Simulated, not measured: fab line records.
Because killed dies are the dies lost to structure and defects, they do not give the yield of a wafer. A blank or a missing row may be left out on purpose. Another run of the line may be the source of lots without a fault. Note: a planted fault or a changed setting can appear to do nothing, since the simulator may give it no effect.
fab line records | flow nandHarc
record: lots: 6 | wafers: 18 | lastDay: 33
route steps=1302 shown A_ONON_D2@552 END@1302
lots that met no fault: taken from a fault-free run of the same line
startH: hours from the record's first day to the start of the lot's first wafer shown | waitH: hours since the lot's step before | " same as the row above | L1.1+2: a single row standing in for several wafers | - value missing, or start not given | * or withheld: withheld | < > ~ a bound
route shown NAME@n: a module of which the file shows steps, and the number in the route of the first | usual: average and standard deviation across the fault-free wafers | same: alike in all rows | chamber/n: place in a boat | sites: each site's reading | _std_site: the standard deviation of these | _edge_site: the outer-site mean with the inner-site mean subtracted | radiusMm: for every site, how far away it sits from the centre of the wafer | mask NAME#n: copy n | behind: the last tool/chamber to shape the wafer | hold: what put the lot on hold/how long, in hours/how the hold closed | device: names the non-switching transistor (n, p or np) | end of line: tests of these same wafers at the route's end | a step given without rows: its recipe and nothing more | killed: count of dies lost to structure and defects at first sort (not the wafer's yield) | map: a wafer's dies, x killed, . not, _ none there
set.NAME: setting as actually run; set.NAME@STEP: the setting as run at that earlier step | model.NAME: the simulator's own value behind a step, which no gauge read
lots at some steps of the route; a table a step, a row a wafer
services: when a tool's chamber went out of use (startH, in hours from the record's first day, below 0 if earlier), for how many hours, and the reason
== steps ==
step: NHARC_A_ONON_D2_THK_MEAS_11
recipe: thkMeasGauge: ellipsometry
usual: thkNm: 998/11
lot.wafer | tool         | chamber | startH | waitH | thkNm
L525.2    | filmMetro-01 | -       | 297.70 | -     | 995
L525.3    | "            | -       | "      | "     | 994
L525.4    | "            | -       | "      | "     | 993
L531.1    | filmMetro-02 | -       | 353.24 | -     | 989
L531.4    | "            | -       | "      | "     | 990
L531.5    | "            | -       | "      | "     | 990
L541.2    | filmMetro-02 | -       | 447.84 | -     | 1001
L541.5    | "            | -       | "      | "     | 1001
L541.6    | "            | -       | "      | "     | 1001
L540.1    | filmMetro-01 | -       | 447.85 | -     | 996
L540.4    | "            | -       | "      | "     | 993
L540.6    | "            | -       | "      | "     | 994
L542.2    | filmMetro-02 | -       | 462.99 | -     | 1002
L542.5    | "            | -       | "      | "     | 1003
L542.6    | "            | -       | "      | "     | 1001
L545.1    | filmMetro-02 | -       | 506.43 | -     | 994
L545.4    | "            | -       | "      | "     | 997
L545.5    | "            | -       | "      | "     | 997
step: NHARC_A_ONON_D2_DEP_12
recipe: targetThkA: 10000 | n2FlowSccm: 2750 | n2oFlowSccm: 2000 | nh3FlowSccm: 500 | sih4FlowSccm: 210 | tempC: 400
step: NHARC_A_ONON_D2_THK_MEAS_14
recipe: thkMeasGauge: ellipsometry
usual: thkNm: 1001/12
lot.wafer | tool         | chamber | startH | waitH | thkNm
L525.2    | filmMetro-02 | -       | 298.26 | -     | 980
L525.3    | "            | -       | "      | "     | 975
L525.4    | "            | -       | "      | "     | 975
L531.1    | filmMetro-01 | -       | 353.81 | -     | 996
L531.4    | "            | -       | "      | "     | 995
L531.5    | "            | -       | "      | "     | 995
L541.2    | filmMetro-01 | -       | 448.40 | -     | 996
L541.5    | "            | -       | "      | "     | 997
L541.6    | "            | -       | "      | "     | 997
L540.1    | filmMetro-02 | -       | 448.44 | -     | 997
L540.4    | "            | -       | "      | "     | 997
L540.6    | "            | -       | "      | "     | 999
L542.2    | filmMetro-02 | -       | 463.56 | -     | 992
L542.5    | "            | -       | "      | "     | 990
L542.6    | "            | -       | "      | "     | 990
L545.1    | filmMetro-02 | -       | 507.00 | -     | 1007
L545.4    | "            | -       | "      | "     | 1007
L545.5    | "            | -       | "      | "     | 1007
step: NHARC_A_ONON_D2_ANNEAL_15
recipe: tempC: 750 | timeS: 3600
step: NHARC_A_ONON_D2_DEP_16
recipe: targetThkA: 10000 | n2FlowSccm: 2750 | n2oFlowSccm: 2000 | nh3FlowSccm: 500 | sih4FlowSccm: 210 | tempC: 400
step: NHARC_A_ONON_D2_THK_MEAS_18
recipe: thkMeasGauge: ellipsometry
usual: thkNm: 998/8.8
lot.wafer | tool         | chamber | startH | waitH | thkNm
L525.2    | filmMetro-01 | -       | 306.02 | -     | 979
L525.3    | "            | -       | "      | "     | 979
L525.4    | "            | -       | "      | "     | 979
L531.1    | filmMetro-01 | -       | 362.91 | -     | 992
L531.4    | "            | -       | "      | "     | 992
L531.5    | "            | -       | "      | "     | 989
L541.2    | filmMetro-02 | -       | 456.15 | -     | 997
L541.5    | "            | -       | "      | "     | 999
L541.6    | "            | -       | "      | "     | 998
L540.1    | filmMetro-01 | -       | 456.16 | -     | 988
L540.4    | "            | -       | "      | "     | 987
L540.6    | "            | -       | "      | "     | 986
L542.2    | filmMetro-02 | -       | 470.87 | -     | 997
L542.5    | "            | -       | "      | "     | 999
L542.6    | "            | -       | "      | "     | 998
L545.1    | filmMetro-01 | -       | 514.78 | -     | 1009
L545.4    | "            | -       | "      | "     | 1011
L545.5    | "            | -       | "      | "     | 1011
step: NHARC_A_ONON_D2_DEP_19
recipe: targetThkA: 10000 | n2FlowSccm: 2750 | n2oFlowSccm: 2000 | nh3FlowSccm: 500 | sih4FlowSccm: 210 | tempC: 400
step: NHARC_A_ONON_D2_THK_MEAS_21
recipe: thkMeasGauge: ellipsometry
usual: thkNm: 1001/9.2
lot.wafer | tool         | chamber | startH | waitH | thkNm
L525.2    | filmMetro-01 | -       | 306.58 | -     | 984
L525.3    | "            | -       | "      | "     | 983
L525.4    | "            | -       | "      | "     | 985
L531.1    | filmMetro-01 | -       | 363.48 | -     | 1005
L531.4    | "            | -       | "      | "     | 1006
L531.5    | "            | -       | "      | "     | 1002
L541.2    | filmMetro-02 | -       | 456.72 | -     | 1003
L541.5    | "            | -       | "      | "     | 1003
L541.6    | "            | -       | "      | "     | 1003
L540.1    | filmMetro-01 | -       | 456.73 | -     | 1015
L540.4    | "            | -       | "      | "     | 1017
L540.6    | "            | -       | "      | "     | 1016
L542.2    | filmMetro-02 | -       | 471.43 | -     | 991
L542.5    | "            | -       | "      | "     | 994
L542.6    | "            | -       | "      | "     | 994
L545.1    | filmMetro-02 | -       | 515.34 | -     | 996
L545.4    | "            | -       | "      | "     | 995
L545.5    | "            | -       | "      | "     | 997
step: NHARC_A_ONON_D2_DEP_22
recipe: targetThkA: 10000 | n2FlowSccm: 2750 | n2oFlowSccm: 2000 | nh3FlowSccm: 500 | sih4FlowSccm: 210 | tempC: 400
step: NHARC_A_ONON_D2_THK_MEAS_24
recipe: thkMeasGauge: ellipsometry
usual: thkNm: 997/9.5
lot.wafer | tool         | chamber | startH | waitH | thkNm
L525.2    | filmMetro-01 | -       | 307.15 | -     | 1002
L525.3    | "            | -       | "      | "     | 1003
L525.4    | "            | -       | "      | "     | 1002
L531.1    | filmMetro-01 | -       | 364.05 | -     | 1006
L531.4    | "            | -       | "      | "     | 1007
L531.5    | "            | -       | "      | "     | 1005
L541.2    | filmMetro-01 | -       | 457.28 | -     | 983
L541.5    | "            | -       | "      | "     | 983
L541.6    | "            | -       | "      | "     | 983
L540.1    | filmMetro-02 | -       | 457.30 | -     | 1000
L540.4    | "            | -       | "      | "     | 1000
L540.6    | "            | -       | "      | "     | 1000
L542.2    | filmMetro-02 | -       | 472.00 | -     | 996
L542.5    | "            | -       | "      | "     | 997
L542.6    | "            | -       | "      | "     | 997
L545.1    | filmMetro-01 | -       | 515.91 | -     | 1001
L545.4    | "            | -       | "      | "     | 1004
L545.5    | "            | -       | "      | "     | 1001
step: NHARC_A_ONON_D2_DEP_25
recipe: targetThkA: 10000 | n2FlowSccm: 2750 | n2oFlowSccm: 2000 | nh3FlowSccm: 500 | sih4FlowSccm: 210 | tempC: 400
step: NHARC_A_ONON_D2_THK_MEAS_27
recipe: thkMeasGauge: ellipsometry
usual: thkNm: 1000/10
lot.wafer | tool         | chamber | startH | waitH | thkNm
L525.2    | filmMetro-02 | -       | 307.72 | -     | 998
L525.3    | "            | -       | "      | "     | 1000
L525.4    | "            | -       | "      | "     | 998
L531.1    | filmMetro-01 | -       | 364.61 | -     | 1003
L531.4    | "            | -       | "      | "     | 1002
L531.5    | "            | -       | "      | "     | 1000
L541.2    | filmMetro-02 | -       | 457.84 | -     | 1011
L541.5    | "            | -       | "      | "     | 1010
L541.6    | "            | -       | "      | "     | 1010
L540.1    | filmMetro-01 | -       | 457.87 | -     | 987
L540.4    | "            | -       | "      | "     | 985
L540.6    | "            | -       | "      | "     | 987
L542.2    | filmMetro-02 | -       | 472.57 | -     | 991
L542.5    | "            | -       | "      | "     | 989
L542.6    | "            | -       | "      | "     | 991
L545.1    | filmMetro-02 | -       | 516.48 | -     | 1008
L545.4    | "            | -       | "      | "     | 1010
L545.5    | "            | -       | "      | "     | 1007
step: NHARC_A_ONON_D2_DEP_28
recipe: targetThkA: 10000 | n2FlowSccm: 2750 | n2oFlowSccm: 2000 | nh3FlowSccm: 500 | sih4FlowSccm: 210 | tempC: 400
usual: susceptorTempC: 399.96/0.24
lot.wafer | tool         | chamber | startH | waitH | susceptorTempC
L525.2    | pecvdOnon-01 | 0       | 307.83 | 0.1   | 399.80
L525.3    | "            | 0       | "      | "     | 399.71
L525.4    | "            | 0       | "      | "     | 400.14
L531.1    | pecvdOnon-02 | 0       | 364.67 | 0.1   | 400.17
L531.4    | "            | 0       | "      | "     | 400.28
L531.5    | "            | 0       | "      | "     | 399.81
L540.1    | pecvdOnon-02 | 0       | 457.92 | 0.1   | 399.93
L540.4    | "            | 0       | "      | "     | 399.85
L540.6    | "            | 0       | "      | "     | 399.74
L541.2    | pecvdOnon-04 | 0       | 457.96 | 0.1   | 400.42
L541.5    | "            | 0       | "      | "     | 400.29
L541.6    | "            | 0       | "      | "     | 399.89
L542.2    | pecvdOnon-02 | 0       | 472.68 | 0.1   | 399.89
L542.5    | "            | 0       | "      | "     | 399.75
L542.6    | "            | 0       | "      | "     | 399.95
L545.1    | pecvdOnon-04 | 0       | 516.53 | 0.1   | 399.58
L545.4    | "            | 0       | "      | "     | 399.56
L545.5    | "            | 0       | "      | "     | 399.65
step: NHARC_A_ONON_D2_THK_MEAS_30
recipe: thkMeasGauge: ellipsometry
usual: thkNm: 1000/8.4
lot.wafer | tool         | chamber | startH | waitH | hold                    | thkNm
L525.2    | filmMetro-02 | -       | 308.28 | -     | -                       | 1003
L525.3    | "            | -       | "      | "     | -                       | 1003
L525.4    | "            | -       | "      | "     | -                       | 1002
L531.1    | filmMetro-02 | -       | 365.18 | -     | -                       | 1011
L531.4    | "            | -       | "      | "     | -                       | 1010
L531.5    | "            | -       | "      | "     | -                       | 1008
L541.2    | filmMetro-02 | -       | 458.41 | -     | -                       | 1001
L541.5    | "            | -       | "      | "     | -                       | 1002
L541.6    | "            | -       | "      | "     | -                       | 999
L540.1    | filmMetro-01 | -       | 458.43 | -     | awaitDispo/0.2h/release | 416
L540.4    | "            | -       | "      | "     | awaitDispo/0.2h/release | 414
L540.6    | "            | -       | "      | "     | awaitDispo/0.2h/release | 416
L540.1    | filmMetro-01 | -       | 458.60 | 0.2   | -                       | 414
L540.4    | "            | -       | "      | "     | -                       | 412
L540.6    | "            | -       | "      | "     | -                       | 414
L542.2    | filmMetro-01 | -       | 473.14 | -     | awaitDispo/0.2h/release | 409
L542.5    | "            | -       | "      | "     | awaitDispo/0.2h/release | 408
L542.6    | "            | -       | "      | "     | awaitDispo/0.2h/release | 407
L542.2    | filmMetro-01 | -       | 473.31 | 0.2   | -                       | 408
L542.5    | "            | -       | "      | "     | -                       | 409
L542.6    | "            | -       | "      | "     | -                       | 409
L545.1    | filmMetro-02 | -       | 517.04 | -     | -                       | 1000
L545.4    | "            | -       | "      | "     | -                       | 1000
L545.5    | "            | -       | "      | "     | -                       | 1000
step: NHARC_END_SORT_01
recipe: tempC: 25
usual: defectLimitedYield: 90/3.1 | killedAtArray: 61/20 | killedAtOther: 0.9/1.1 | killedAtPeriphery: 3.7/2.5 | killedDies: 65/21 | killedOpen: 3.3/1.8 | killedShort: 2.3/1.5
same: grossDies: 677
lot.wafer | tool      | chamber | startH | waitH | defectLimitedYield[%] | killedAtArray | killedAtOther | killedAtPeriphery | killedDies | killedOpen | killedShort
L525.2    | prober-02 | 0       | 582.94 | 2.8   | 90                    | 66            | 1             | 2                 | 69         | 2          | 3
L525.3    | prober-02 | 0       | 583.75 | 3.1   | 87                    | 79            | 1             | 8                 | 88         | 4          | 7
L525.4    | prober-02 | 0       | 584.55 | 3.4   | 88                    | 70            | 0             | 9                 | 79         | 5          | 3
L531.1    | prober-01 | 0       | 639.83 | 2.5   | 84                    | 100           | 1             | 4                 | 105        | 2          | 3
L531.4    | prober-01 | 0       | 642.22 | 3.4   | 87                    | 82            | 0             | 6                 | 88         | 2          | 3
L531.5    | prober-01 | 0       | 643.01 | 3.7   | 86                    | 85            | 1             | 7                 | 93         | 1          | 3
L541.2    | prober-02 | 0       | 749.12 | 2.8   | 91                    | 59            | 0             | 1                 | 60         | 2          | 3
L541.5    | prober-02 | 0       | 751.58 | 3.8   | 91                    | 58            | 0             | 3                 | 61         | 3          | 2
L541.6    | prober-02 | 0       | 752.40 | 4.1   | 88                    | 75            | 0             | 4                 | 79         | 5          | 2
L545.1    | prober-01 | 0       | 788.21 | 2.5   | 91                    | 59            | 0             | 3                 | 62         | 4          | 1
L545.4    | prober-01 | 0       | 790.64 | 3.4   | 88                    | 77            | 0             | 4                 | 81         | 2          | 3
L545.5    | prober-01 | 0       | 791.45 | 3.7   | 87                    | 81            | 0             | 4                 | 85         | 2          | 1
killed by level:class
L525.2 A_CHANNEL_HOLE_D1:chamberFilmFlake=33 A_SLIT:chamberFilmFlake=20 A_CHANNEL_HOLE_D2:chamberFilmFlake=4 A_CHANNEL_FILL_D2:chamberFilmFlake=2 A_M1:chamberFilmFlake=2 P_STI:geometricParticle:short=1 P_M1:geometricParticle:short=1 A_CHANNEL_FILL_D1:geometricParticle:open=1
L525.3 A_CHANNEL_HOLE_D1:chamberFilmFlake=31 A_SLIT:chamberFilmFlake=21 A_CHANNEL_HOLE_D2:chamberFilmFlake=9 P_M0:chamberFilmFlake=5 A_STAIRCASE:chamberFilmFlake=3 A_M1:chamberFilmFlake=3 A_CHANNEL_FILL_D1:geometricParticle:short=2 A_CHANNEL_FILL_D2:geometricParticle:short=2
L525.4 A_CHANNEL_HOLE_D1:chamberFilmFlake=33 A_SLIT:chamberFilmFlake=21 A_CHANNEL_HOLE_D2:chamberFilmFlake=5 A_M1:chamberFilmFlake=5 P_M0:chamberFilmFlake=3 P_M0:geometricParticle:open=2 P_GATE:geometricParticle:open=1 P_CONTACT:geometricParticle:short=1
L531.1 A_CHANNEL_HOLE_D1:chamberFilmFlake=36 A_SLIT:chamberFilmFlake=31 A_CHANNEL_HOLE_D2:chamberFilmFlake=14 A_CONTACT:chamberFilmFlake=5 A_STAIRCASE:chamberFilmFlake=4 A_CHANNEL_FILL_D2:geometricParticle:short=2 P_M2:chamberFilmFlake=2 A_CHANNEL_FILL_D1:chamberFilmFlake=2
L531.4 A_CHANNEL_HOLE_D1:chamberFilmFlake=32 A_SLIT:chamberFilmFlake=23 A_CHANNEL_HOLE_D2:chamberFilmFlake=11 A_STAIRCASE:chamberFilmFlake=6 A_CONTACT:chamberFilmFlake=3 P_ZERO_WELL:chamberFilmFlake=2 P_STI:chamberFilmFlake=2 P_GATE:chamberFilmFlake=2
L531.5 A_SLIT:chamberFilmFlake=33 A_CHANNEL_HOLE_D1:chamberFilmFlake=29 A_CHANNEL_HOLE_D2:chamberFilmFlake=13 A_STAIRCASE:chamberFilmFlake=6 P_M2:chamberFilmFlake=2 P_STI:geometricParticle:short=1 P_M2:geometricParticle:open=1 A_CHANNEL_HOLE_D1:geometricParticle:short=1
L541.2 A_CHANNEL_HOLE_D1:chamberFilmFlake=28 A_CHANNEL_HOLE_D2:chamberFilmFlake=17 A_SLIT:chamberFilmFlake=4 A_WL_FILL:chamberFilmFlake=3 A_ONON_D2:geometricParticle:short=2 A_DECK1_JOINT:geometricParticle:open=1 A_CHANNEL_FILL_D2:geometricParticle:open=1 A_SGD_CUT:geometricParticle:short=1
L541.5 A_CHANNEL_HOLE_D1:chamberFilmFlake=26 A_CHANNEL_HOLE_D2:chamberFilmFlake=14 A_CONTACT:chamberFilmFlake=5 A_SLIT:chamberFilmFlake=4 A_WL_FILL:chamberFilmFlake=3 P_CONTACT:geometricParticle:open=2 A_SGD_CUT:geometricParticle:open=1 A_WL_FILL:geometricParticle:short=1
L541.6 A_CHANNEL_HOLE_D1:chamberFilmFlake=29 A_CHANNEL_HOLE_D2:chamberFilmFlake=26 A_CONTACT:chamberFilmFlake=8 A_CHANNEL_FILL_D2:chamberFilmFlake=2 A_SLIT:chamberFilmFlake=2 P_M0:geometricParticle:short=1 P_M2:geometricParticle:open=1 A_CHANNEL_HOLE_D2:geometricParticle:short=1
L545.1 A_CHANNEL_HOLE_D2:chamberFilmFlake=21 A_CHANNEL_HOLE_D1:chamberFilmFlake=15 A_SLIT:chamberFilmFlake=13 A_CONTACT:chamberFilmFlake=4 P_GATE:chamberFilmFlake=2 A_ONON_D1:geometricParticle:open=1 A_ONON_D2:geometricParticle:short=1 A_ONON_D2:geometricParticle:open=1
L545.4 A_SLIT:chamberFilmFlake=22 A_CHANNEL_HOLE_D2:chamberFilmFlake=19 A_CHANNEL_HOLE_D1:chamberFilmFlake=14 A_CONTACT:chamberFilmFlake=7 A_STAIRCASE:chamberFilmFlake=4 P_GATE:chamberFilmFlake=3 A_WL_FILL:chamberFilmFlake=3 A_STAIRCASE:geometricParticle:short=2
L545.5 A_SLIT:chamberFilmFlake=31 A_CHANNEL_HOLE_D2:chamberFilmFlake=22 A_CONTACT:chamberFilmFlake=9 A_STAIRCASE:chamberFilmFlake=6 A_CHANNEL_HOLE_D1:chamberFilmFlake=4 A_DECK1_JOINT:chamberFilmFlake=4 A_CHANNEL_FILL_D2:chamberFilmFlake=2 P_M2:geometricParticle:open=1
== services ==
tool         | chamber | startH | hours | kind
pecvdOnon-04 | -       | 311.32 | 13.0  | pm
pecvdOnon-02 | -       | 366.32 | 13.0  | pm
pecvdOnon-01 | -       | 450.38 | 13.0  | pm
pecvdOnon-04 | -       | 492.32 | 13.0  | pm
== key ==
firstSign: step: NHARC_A_ONON_D2_THK_MEAS_30 | reading: visit | direction: added
effect: step: NHARC_A_ONON_D2_THK_MEAS_30 | reading: thkNm | direction: down | sigmas: 70 | usual: 1000 | struck: 412
metAt NHARC_A_ONON_D2_DEP_28
struckWafers L540.1,L540.4,L540.6,L542.2,L542.5,L542.6
scrappedBehind NHARC_A_ONON_D2_THK_MEAS_30 L540.1,L540.4,L540.6,L542.2,L542.5,L542.6
onsetBetween 364.67 457.92
fault: kind: processParameterDrift | tool: pecvdOnon-02 | chamber: 0 | onsetH: 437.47 | steps: NHARC_A_ONON_D2_DEP_28 | channel: targetThkA | offset: * | shape: step | endH: 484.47 | actsIn: * | stated: *
